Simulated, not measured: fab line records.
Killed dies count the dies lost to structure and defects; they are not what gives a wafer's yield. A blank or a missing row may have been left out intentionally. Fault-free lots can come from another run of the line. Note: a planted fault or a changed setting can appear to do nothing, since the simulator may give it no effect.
Chamber matching -- flow nand harc -- 4 sister chambers for NHARC_P_GATE_STRIP_108 on rie diel-04
The step strips in O2. 14 wafers are shown with their chamber, then 7 later ones without.

## WAFERS, EACH WITH ITS CHAMBER
wafer,chamber,showerhead plenum p Torr (Torr),drypump motor current A (A),rf vpp V (V)
L085.1,1,3.30,6.2,56.1
L085.3,2,3.32,5.6,56.6
L085.6,3,3.72,6.0,59.9
L087.1,3,3.72,6.0,58.6
L087.5,0,3.63,6.0,58.0
L087.6,3,3.72,6.0,58.5
L086.3,0,3.63,6.0,58.3
L086.4,1,3.29,6.1,56.5
L086.5,2,3.32,5.6,57.4
L086.1,2,3.32,5.6,58.5
L086.2,3,3.72,6.1,59.7
L086.6,1,3.29,6.1,57.5
L088.1,3,3.72,6.0,57.0
L088.4,1,3.29,6.2,56.2

SIGNATURES, as means of the wafers listed above
reading,chamber 0,chamber 1,chamber 2,chamber 3,scatter within a chamber
showerhead plenum p Torr,3.6300,3.2925,3.3200,3.7200,0.00274
drypump motor current A,6.000,6.150,5.600,6.020,0.0424
rf vpp V,58.150,56.575,57.500,58.740,0.92
Rule: a wafer lies at a distance from a chamber equal to the root of the sum of squares, over the readings, of (its reading less the chamber's mean, divided by the reading's scatter). The wafer belongs to the nearest chamber; if the next one is less than 2 further off, it can't be placed. The scatter: take each reading less its chamber's mean, square it, sum over the shown wafers, divide by the number of wafers less the number of chambers, and take the root.

## WAFERS MISSING THEIR CHAMBER
wafer,showerhead plenum p Torr (Torr),drypump motor current A (A),rf vpp V (V)
L088.6,3.72,6.0,57.7
L090.1,3.72,6.1,58.5
L090.3,3.29,6.2,56.5
L090.6,3.72,6.1,58.4
L092.2,3.62,6.0,57.1
L092.3,3.29,6.1,57.6
L092.4,3.31,5.6,57.8

## THE CHAMBER EACH PASSED THROUGH
wafer,from the rows above,in truth
L088.6,3,3
L090.1,3,3
L090.3,1,1
L090.6,3,3
L092.2,0,0
L092.3,1,1
L092.4,2,2
Placed correctly: 7 of 7. Left unplaced by these rows: 0. Number placed wrongly: 0.
